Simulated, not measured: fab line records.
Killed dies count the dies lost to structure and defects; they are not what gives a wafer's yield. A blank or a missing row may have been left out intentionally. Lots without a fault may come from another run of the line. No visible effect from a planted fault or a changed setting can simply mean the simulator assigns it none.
fab line records ; flow n5-finfet
[record] lots = 10; wafers = 29; last-day = 17
route steps=1938 shown BEOL_M9@1421 PASSIVATION@1936
lots that met no fault: from a run of the same line without faults
start-h: the number of hours between the record's first day and the start of the first shown wafer of the lot ; wait-h: hours since the lot's step before ; " unchanged from the row above ; L1.1+2: several wafers, shown together as one row ; - no value, or no start given ; * or withheld: withheld ; < > ~ a bound
route shown NAME@n: NAME is a module with steps in the file, n the number in the route of the first one ; usual: mean and standard deviation over wafers with no fault ; same: alike in all rows ; chamber/n: place in a boat ; sites: per-site readings ; _std_site: standard deviation of those values ; _edge_site: the outer-site mean with the inner-site mean subtracted ; radius-mm: for every site, how far away it sits from the centre of the wafer ; mask NAME#n: copy n ; behind: the last tool/chamber to shape the wafer ; hold: cause of the lot's hold/its duration in hours/its outcome ; device: the transistor (n, p or np) that didn't switch ; end of line: tests run on the same wafers once the route is complete ; for a step that has no rows: nothing shown but its recipe ; killed: not the wafer's yield, but the dies lost to structure and defects at the first sort ; map: the dies of a wafer, with x for killed, . for not killed, _ for no die there
set.NAME: the run value of the setting; set.NAME@STEP: its run value at that earlier step ; model.NAME: the simulator's own value behind a step, which no gauge read
route steps across a sampled set of lots; one table per step, one row per wafer
services: the hour from which a tool's chamber was out of use, counted from the record's first day as start-h (under 0 if before that day), plus the number of hours and why
[[steps]]
[step N5_BEOL_M9_STRIP_67]
[recipe] chemistry = CF4; resist = SiARC; power-w = 300; bias-power-w = 75; pressure-mtorr = 50; cf4-flow-sccm = 150; rf-frequency-hz = 6e+07
[usual] drypump-motor-current-A = 5.7/0.44; oes-product-au = 0.79/0.064; rf-vpp-V = 271.4/1.7; showerhead-plenum-p-Torr = 1.81/0.066; throttle-valve-pct = 13.59/0.17
lot.wafer;tool;chamber;start-h;wait-h;drypump-motor-current-A;oes-product-au;rf-hours-counter-h;rf-vpp-V;showerhead-plenum-p-Torr;throttle-valve-pct
L815.2;rie-diel-05;2;206.88;0.0;5.4;0.85;77;273.9;1.88;13.42
L815.3;rie-diel-05;3;206.88;0.0;5.3;0.70;239;272.1;1.77;13.64
L815.4;rie-diel-05;1;206.88;0.0;5.3;0.86;63;272.4;1.89;13.32
L816.1;rie-diel-04;2;223.59;0.0;4.8;0.73;193;272.0;1.86;13.50
L816.2;rie-diel-04;3;223.59;0.0;6.0;0.74;171;268.9;1.73;13.64
L816.5;rie-diel-04;3;223.59;0.0;6.0;0.73;-;270.4;1.73;13.61
L818.3;rie-diel-05;2;232.69;0.0;5.4;0.84;84;273.5;1.88;13.43
L818.5;rie-diel-05;3;232.69;0.0;5.4;0.70;-;271.6;1.77;13.65
L818.6;rie-diel-05;2;232.69;0.0;5.4;0.84;-;273.0;1.88;13.44
L820.1;rie-diel-04;0;245.70;0.0;6.3;0.73;195;271.1;1.78;13.62
L820.3;rie-diel-04;3;245.70;0.0;6.0;0.73;177;269.5;1.73;13.66
L820.5;rie-diel-04;0;245.70;0.0;6.3;0.73;-;271.3;1.78;13.60
L824.2;rie-diel-04;3;273.48;0.0;6.0;0.72;184;269.6;1.72;13.67
L824.5;rie-diel-04;1;273.48;0.0;5.4;0.80;-;270.6;1.74;13.85
L824.6;rie-diel-04;2;273.48;0.0;4.8;0.71;-;272.4;1.85;13.56
L827.3;rie-diel-03;3;281.04;0.0;6.0;0.88;46;274.6;1.90;13.61
L827.4;rie-diel-03;1;281.04;0.0;6.0;0.71;-;270.0;1.70;13.66
L827.5;rie-diel-03;3;281.04;0.0;6.0;0.88;-;273.9;1.90;13.62
L828.4;rie-diel-05;1;298.06;0.0;5.3;0.82;93;271.3;1.88;13.39
L828.5;rie-diel-05;3;298.06;0.0;5.4;0.95;-;269.9;1.77;13.11
L836.1;rie-diel-05;0;322.07;0.0;6.3;0.79;98;269.9;1.74;13.79
L836.2;rie-diel-05;1;322.07;0.0;5.3;0.80;104;273.9;1.88;13.42
L836.3;rie-diel-05;2;322.07;0.0;5.4;0.80;119;271.8;1.87;13.53
L837.1;rie-diel-03;3;339.15;0.0;6.1;0.84;72;273.2;1.89;13.68
L837.3;rie-diel-03;0;339.15;0.0;5.4;0.72;205;270.6;1.78;13.87
L837.4;rie-diel-03;1;339.15;0.0;6.0;0.70;246;269.1;1.69;13.72
L838.1;rie-diel-05;0;345.14;0.0;6.3;0.78;110;269.5;1.73;13.80
L838.3;rie-diel-05;3;345.14;0.0;5.3;0.90;31;269.1;1.76;13.17
L838.6;rie-diel-05;2;345.14;0.0;5.4;0.80;-;273.3;1.87;13.55
[step N5_BEOL_M9_ETCH_76]
[recipe] chemistry = N2/H2; target = underlayer; target-depth-a = 65; mask-material = CAR-EUV; time-s = 5.2; ion-energy-ev = 200; pressure-mtorr = 30; source-w = 840; bias-w = 150; n2-flow-sccm = 200; h2-flow-sccm = 200; ends = cleared
[usual] drypump-motor-current-A = 5.7/0.43; etch-rf-on-time-s = 5.19/0.093; oes-product-au = 0.68/0.06; rf-vpp-V = 524.5/3; showerhead-plenum-p-Torr = 2.56/0.1; throttle-valve-pct = 17.89/0.22
lot.wafer;tool;chamber;start-h;wait-h;drypump-motor-current-A;etch-rf-on-time-s;oes-product-au;rf-hours-counter-h;rf-vpp-V;showerhead-plenum-p-Torr;throttle-valve-pct
L815.2;rie-diel-05;3;210.14;0.0;5.4;5.34;0.59;240;524.0;2.50;17.80
L815.3;rie-diel-05;1;210.14;0.0;5.4;5.07;0.74;63;528.9;2.69;17.61
L815.4;rie-diel-05;2;210.14;0.0;5.4;5.19;0.72;78;527.0;2.68;17.90
L816.1;rie-diel-05;2;224.66;0.0;5.4;5.19;0.72;82;528.0;2.68;17.89
L816.2;rie-diel-05;3;224.66;0.0;5.3;5.37;0.58;244;522.3;2.50;17.80
L816.5;rie-diel-05;2;224.66;0.0;5.4;5.26;0.70;-;526.9;2.68;17.86
L818.3;rie-diel-05;2;233.39;0.0;5.4;5.14;0.72;85;526.6;2.68;17.89
L818.5;rie-diel-05;3;233.39;0.0;5.3;5.30;0.58;-;521.1;2.50;17.78
L818.6;rie-diel-05;2;233.39;0.0;5.5;5.19;0.72;-;528.8;2.68;17.89
L820.1;rie-diel-03;1;246.50;0.0;6.0;5.20;0.61;209;519.9;2.40;17.85
L820.3;rie-diel-03;3;246.50;0.0;6.1;5.11;0.78;35;529.6;2.71;18.03
L820.5;rie-diel-03;0;246.50;0.0;5.4;5.23;0.63;-;525.1;2.54;17.96
L824.2;rie-diel-05;1;274.29;0.0;5.3;5.05;0.71;86;525.1;2.68;17.65
L824.5;rie-diel-05;2;274.29;0.0;5.4;5.19;0.70;-;528.0;2.67;17.90
L824.6;rie-diel-05;1;274.29;0.0;5.3;5.08;0.71;-;527.4;2.68;17.70
L827.3;rie-diel-05;3;281.91;0.0;5.3;5.21;0.83;3;522.8;2.50;17.37
L827.4;rie-diel-05;1;281.91;0.0;5.3;5.09;0.70;88;525.8;2.68;17.68
L827.5;rie-diel-05;0;281.91;0.0;6.4;5.08;0.70;-;520.4;2.47;18.20
L828.4;rie-diel-05;0;301.45;0.0;6.3;5.08;0.69;89;521.5;2.47;18.22
L828.5;rie-diel-05;3;301.45;0.0;5.4;5.23;0.80;-;523.3;2.50;17.43
L836.1;rie-diel-03;0;325.48;0.0;5.4;5.21;0.60;198;521.1;2.52;18.02
L836.2;rie-diel-03;1;325.48;0.0;6.0;5.26;0.59;240;519.9;2.39;17.89
L836.3;rie-diel-03;2;325.48;0.0;6.2;5.28;0.67;113;525.4;2.56;17.66
L837.1;rie-diel-03;3;340.45;0.0;6.1;5.10;0.73;73;528.9;2.69;18.11
L837.3;rie-diel-03;1;340.45;0.0;6.0;5.19;0.59;246;520.1;2.39;17.91
L837.4;rie-diel-03;0;340.45;0.0;5.4;5.23;0.61;205;522.2;2.52;18.05
L838.1;rie-diel-04;1;346.26;0.0;5.4;5.19;0.68;87;522.4;2.46;18.27
L838.3;rie-diel-04;0;346.26;0.0;6.3;5.50;0.59;212;524.6;2.52;17.79
L838.6;rie-diel-04;0;346.26;0.0;6.3;5.47;0.60;-;525.3;2.52;17.77
[step N5_BEOL_M9_VIA_ETCH_34]
[recipe] chemistry = C4F6/O2; target = SiCOH_lowk; target-depth-a = 1824; mask-material = SOC; taper-deg = 4; time-s = 68.4; ion-energy-ev = 250; pressure-mtorr = 30; source-w = 345; bias-w = 185; Ar_flow_sccm = 300; C4F6_flow_sccm = 10; O2_flow_sccm = 10
[usual] drypump-motor-current-A = 5.7/0.43; oes-product-au = 0.80/0.07; rf-vpp-V = 662/6.3; showerhead-plenum-p-Torr = 2.87/0.11; throttle-valve-pct = 20.91/0.21
lot.wafer;tool;chamber;start-h;wait-h;drypump-motor-current-A;oes-product-au;rf-hours-counter-h;rf-vpp-V;showerhead-plenum-p-Torr;throttle-valve-pct
L815.2;rie-diel-05;3;210.29;0.0;5.4;0.69;240;657;2.82;20.84
L815.3;rie-diel-05;1;210.29;0.0;5.3;0.87;64;662;3.00;20.70
L815.4;rie-diel-05;2;210.29;0.0;5.4;0.85;78;670;2.98;20.77
L816.1;rie-diel-05;2;224.80;0.0;5.4;0.84;82;669;2.98;20.76
L816.2;rie-diel-05;3;224.80;0.0;5.3;0.69;244;660;2.81;20.85
L816.5;rie-diel-05;2;224.80;0.0;5.4;0.84;-;669;2.98;20.78
L818.3;rie-diel-05;2;233.53;0.0;5.4;0.84;85;668;2.98;20.77
L818.5;rie-diel-05;3;233.53;0.0;5.3;0.69;-;660;2.81;20.86
L818.6;rie-diel-05;2;233.53;0.0;5.4;0.84;-;671;2.98;20.78
L820.1;rie-diel-03;1;246.65;0.0;6.0;0.71;209;650;2.71;20.93
L820.3;rie-diel-03;3;246.65;0.0;6.1;0.89;35;665;3.03;21.07
L820.5;rie-diel-03;0;246.65;0.0;5.4;0.74;-;667;2.84;21.12
L824.2;rie-diel-05;1;274.43;0.0;5.3;0.84;86;662;2.99;20.72
L824.5;rie-diel-05;2;274.43;0.0;5.5;1.12;-;670;2.97;20.88
L824.6;rie-diel-05;1;274.43;0.0;5.3;0.84;-;661;2.99;20.72
L827.3;rie-diel-05;3;282.06;0.0;5.3;0.98;4;660;2.81;20.51
L827.4;rie-diel-05;1;282.06;0.0;5.3;1.15;88;660;2.99;20.84
L827.5;rie-diel-05;0;282.06;0.0;6.3;1.13;-;665;2.77;21.26
L828.4;rie-diel-05;0;301.60;0.0;6.4;1.13;89;666;2.76;21.31
L828.5;rie-diel-05;3;301.60;0.0;5.3;1.30;-;659;2.81;20.65
L836.1;rie-diel-03;0;325.62;0.0;5.4;0.72;198;666;2.83;21.16
L836.2;rie-diel-03;1;325.62;0.0;6.0;0.69;240;650;2.70;20.97
L836.3;rie-diel-03;2;325.62;0.0;6.1;0.79;113;666;2.86;20.74
L837.1;rie-diel-03;3;340.59;0.0;6.1;0.84;73;663;3.01;21.12
L837.3;rie-diel-03;1;340.59;0.0;6.0;0.69;246;649;2.70;20.98
L837.4;rie-diel-03;0;340.59;0.0;5.4;0.71;205;668;2.83;21.17
L838.1;rie-diel-04;1;346.41;0.0;5.4;0.81;87;649;2.76;21.33
L838.3;rie-diel-04;0;346.41;0.0;6.3;0.70;212;662;2.81;20.84
L838.6;rie-diel-04;0;346.41;0.0;6.3;0.70;-;661;2.81;20.82
[step N5_BEOL_M9_STRIP_80]
[recipe] chemistry = N2/H2; time-s = 10; power-w = 450; temp-c = 40; pressure-mtorr = 20; rf-frequency-hz = 6e+07; bias-power-w = 7; n2-flow-sccm = 200; h2-flow-sccm = 200
[usual] drypump-motor-current-A = 5.7/0.43; oes-product-au = 0.80/0.069; rf-vpp-V = 59.3/0.9; showerhead-plenum-p-Torr = 2.56/0.1; throttle-valve-pct = 23.70/0.29
lot.wafer;tool;chamber;start-h;wait-h;drypump-motor-current-A;oes-product-au;rf-hours-counter-h;rf-vpp-V;showerhead-plenum-p-Torr;throttle-valve-pct
L815.2;rie-diel-05;3;-;-;5.3;0.70;240;58.9;2.50;23.49
L815.3;rie-diel-05;1;-;-;5.4;0.87;64;59.7;2.69;23.43
L815.4;rie-diel-05;2;-;-;5.4;0.84;78;57.8;2.68;23.86
L816.1;rie-diel-05;2;-;-;5.4;0.85;82;60.7;2.68;23.86
L816.2;rie-diel-05;3;-;-;5.3;0.69;244;58.4;2.50;23.50
L816.5;rie-diel-05;2;-;-;5.4;0.84;-;57.9;2.68;23.86
L818.3;rie-diel-05;2;-;-;5.4;0.84;85;58.1;2.68;23.87
L818.5;rie-diel-05;3;-;-;5.3;0.69;-;59.4;2.50;23.48
L818.6;rie-diel-05;2;-;-;5.4;0.83;-;58.7;2.68;23.87
L820.1;rie-diel-03;1;-;-;6.0;0.72;209;58.9;2.40;23.59
L820.3;rie-diel-03;3;-;-;6.1;0.91;35;60.0;2.70;23.95
L820.5;rie-diel-03;0;-;-;5.4;0.76;-;58.4;2.53;23.61
L824.2;rie-diel-05;1;-;-;5.3;0.84;86;57.6;2.68;23.47
L824.5;rie-diel-05;2;-;-;5.4;0.82;-;59.5;2.67;23.90
L824.6;rie-diel-05;1;-;-;5.3;0.83;-;60.8;2.68;23.47
L827.3;rie-diel-05;3;-;-;5.3;0.98;4;57.9;2.49;23.19
L827.4;rie-diel-05;1;-;-;5.3;0.83;88;59.0;2.68;23.49
L827.5;rie-diel-05;0;-;-;6.4;0.82;-;60.3;2.47;24.12
L828.4;rie-diel-05;0;-;-;6.3;0.81;89;58.5;2.46;24.11
L828.5;rie-diel-05;3;-;-;5.3;0.95;-;60.5;2.49;23.20
L836.1;rie-diel-03;0;-;-;5.4;0.72;198;58.7;2.52;23.63
L836.2;rie-diel-03;1;-;-;6.0;0.69;240;58.1;2.39;23.64
L836.3;rie-diel-03;2;-;-;6.2;0.79;113;59.3;2.55;23.34
L837.1;rie-diel-03;3;-;-;6.1;0.85;73;60.7;2.69;24.00
L837.3;rie-diel-03;1;-;-;6.0;0.69;246;59.2;2.38;23.65
L837.4;rie-diel-03;0;-;-;5.4;0.71;205;59.9;2.52;23.63
L838.1;rie-diel-04;1;-;-;5.4;0.82;87;58.3;2.46;24.24
L838.3;rie-diel-04;0;-;-;6.2;0.71;212;60.1;2.51;23.44
L838.6;rie-diel-04;0;-;-;6.3;0.72;-;59.2;2.51;23.45
[step N5_PASSIVATION_PROBE_49]
[usual] defect-limited-yield = 91.2/1.4; killed_at_M0_to_M3 = 34/9.4; killed_at_M4_up = 13/5.8; killed-at-contacts = 13/6.4; killed-at-front-end = 41/11; killed-at-other = 3.1/2.3; killed-dies = 103/16; killed-open = 69/12; killed-short = 33/7.8; sort_bin_5_function = 5.1/0.91; sort_bin_6_memory = 3.3/0.63; sort-n-pass = 1077/16; sort-yield-pct = 91.2/1.4
[same] gross-dies = 1180; killed-at-back-side = 0; sort_bin_4_leakage[%] = 0; sort_bin_8_speed[%] = 0
lot.wafer;tool;chamber;start-h;wait-h;defect-limited-yield[%];killed_at_M0_to_M3;killed_at_M4_up;killed-at-contacts;killed-at-front-end;killed-at-other;killed-dies;killed-open;killed-short;sort_bin_5_function[%];sort_bin_6_memory[%];sort-n-pass;sort-yield-pct[%]
L828.4;prober-02;-;365.15;0.2;91.0;18;22;31;30;5;106;76;30;4.6;4.1;1074;91.0
L828.5;prober-02;-;365.20;0.2;89.4;44;16;28;34;3;125;87;36;6.0;4.3;1055;89.4
L838.1;prober-01;-;411.76;0.0;90.2;36;15;23;38;4;116;86;27;5.8;3.6;1064;90.2
L838.3;prober-01;-;411.86;0.1;93.5;27;9;10;28;3;77;54;22;4.2;2.0;1103;93.5
L838.6;prober-01;-;412.01;0.3;91.4;23;20;7;51;0;101;60;38;5.3;2.8;1079;91.4
// killed by level:class
L828.4 MOL_CONTACT_COAG:geometric-particle:open=28 STI_FIN_REVEAL:geometric-particle:open=8 BEOL_M4:geometric-particle:short=6 BEOL_M4:geometric-particle:open=6 BEOL_M0_SAQP:geometric-particle:short=5 FIN_SAQP:geometric-particle:short=4 BEOL_M0_SAQP:geometric-particle:open=4 FIN_SAQP:geometric-particle:open=3
L828.5 MOL_CONTACT_COAG:geometric-particle:open=22 BEOL_M1:geometric-particle:open=15 STI_FIN_REVEAL:geometric-particle:open=13 BEOL_M0_SAQP:geometric-particle:short=8 BEOL_M0_SAQP:geometric-particle:open=7 MOL_CONTACT_COAG:geometric-particle:short=6 DUMMY_GATE:geometric-particle:open=5 BEOL_M1:geometric-particle:short=4
L838.1 MOL_CONTACT_COAG:geometric-particle:open=21 BEOL_M1:geometric-particle:open=10 BEOL_M2:geometric-particle:open=9 BEOL_M3:geometric-particle:open=7 GATE_CUT:geometric-particle:short=6 FIN_SAQP:geometric-particle:short=4 STI_FIN_REVEAL:geometric-particle:open=4 GATE_CUT:geometric-particle:open=4
L838.3 BEOL_M1:geometric-particle:open=10 MOL_CONTACT_COAG:geometric-particle:open=8 FIN_SAQP:geometric-particle:short=6 BEOL_M0_SAQP:geometric-particle:open=6 FIN_SAQP:geometric-particle:open=4 GATE_CUT:geometric-particle:open=4 STARTING-WAFER:geometric-particle:open=4 BEOL_M1:geometric-particle:short=3
L838.6 FIN_SAQP:geometric-particle:short=14 FIN_SAQP:geometric-particle:open=10 MOL_CONTACT_COAG:geometric-particle:open=6 BEOL_M0_SAQP:geometric-particle:short=6 BEOL_M2:geometric-particle:open=6 BEOL_M6:geometric-particle:open=5 STI_FIN_REVEAL:geometric-particle:open=4 ILD0:geometric-particle:short=4
[[services]]
tool;chamber;start-h;hours;kind
rie-diel-04;3;193.36;5.3;repair
rie-diel-04;3;210.71;1.6;repair
rie-diel-05;3;242.10;-;clean
rie-diel-05;3;242.10;-;consumable-replace:focus-ring
rie-diel-05;3;242.10;27.1;scheduled-down
rie-diel-05;3;242.10;27.1;vent-cycle
rie-diel-05;1;245.40;1.7;repair
rie-diel-04;2;270.32;2.7;repair
rie-diel-04;2;293.38;3.7;repair
[[key]]
[first-sign] step = N5_BEOL_M9_VIA_ETCH_34; reading = oes-product-au; direction = up; sigmas = 5.2; usual = 0.80; struck = 1.17
effect none on later readings
met-at N5_BEOL_M9_VIA_ETCH_34
struck-lots L824,L827,L828
struck-wafers L824.5,L827.4,L827.5,L828.4,L828.5
not-acting-at N5_BEOL_M9_STRIP_67,N5_BEOL_M9_ETCH_76,N5_BEOL_M9_STRIP_80
onset-between 233.53 274.43
[fault] kind = process-parameter-drift; tool = rie-diel-05; chamber = -; onset-h = 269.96; steps = N5_BEOL_M9_VIA_ETCH_34; channel = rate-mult; offset = 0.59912; shape = step; end-h = 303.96; scope = struck-wafers-only
